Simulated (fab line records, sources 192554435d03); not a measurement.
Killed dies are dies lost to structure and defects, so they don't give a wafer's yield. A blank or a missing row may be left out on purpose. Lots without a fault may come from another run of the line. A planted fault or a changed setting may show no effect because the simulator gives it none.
Chamber matching | flow n5_finfet | N5_HKMG_FIN_PWFM_ALD_03 on ald_metal-02: 4 sister chambers
The step deposits TiN, target thk 2 nm, pulse time 1 s, purge time 3 s. 8 wafers are shown with their chamber, then 7 later ones without.

WAFERS WITH THEIR CHAMBER
wafer  | chamber | heater_power_w (W) | precursor_pulse_height_rel
L102.2 | 0       | 831                | 0.993
L102.5 | 3       | 1008               | 0.983
L103.6 | 1       | 891                | 0.979
L104.1 | 2       | 948                | 1.004
L104.5 | 1       | 939                | 1.007
L104.6 | 0       | 817                | 0.988
L106.3 | 2       | 946                | 1.023
L106.4 | 3       | 976                | 1.014

WAFERS WITHOUT THEIR CHAMBER
wafer  | heater_power_w (W) | precursor_pulse_height_rel
L106.5 | 797                | 1.042
L117.2 | 921                | 0.978
L117.3 | 812                | 0.977
L117.5 | 827                | 1.002
L120.1 | 804                | 0.980
L120.4 | 909                | 1.030
L120.6 | 891                | 0.955

WHICH CHAMBER EACH WENT THROUGH
wafer  | from the rows above          | in truth
L106.5 | 0                            | 0
L117.2 | can't be placed: 1 or 2      | 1
L117.3 | 0                            | 0
L117.5 | 0                            | 0
L120.1 | 0                            | 0
L120.4 | can't be placed: 2 or 1      | 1
L120.6 | can't be placed: 1 or 0 or 2 | 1
Placed correctly: 4 of 7. Can't be placed from these rows: 3 (the true chamber is among the candidates in 3). Placed wrongly: 0.
How it was worked out, from the rows above alone: a wafer's distance from a chamber is the root of the sum, over the readings, of the square of ((its reading less the chamber's mean) divided by the reading's scatter). The wafer belongs to the nearest chamber; if the next one is less than 2 further off, it can't be placed. A chamber's mean is the mean of its shown wafers. The scatter: the root of (the sum of the squares of (reading less its chamber's mean) over the shown wafers, divided by (wafers less chambers)).
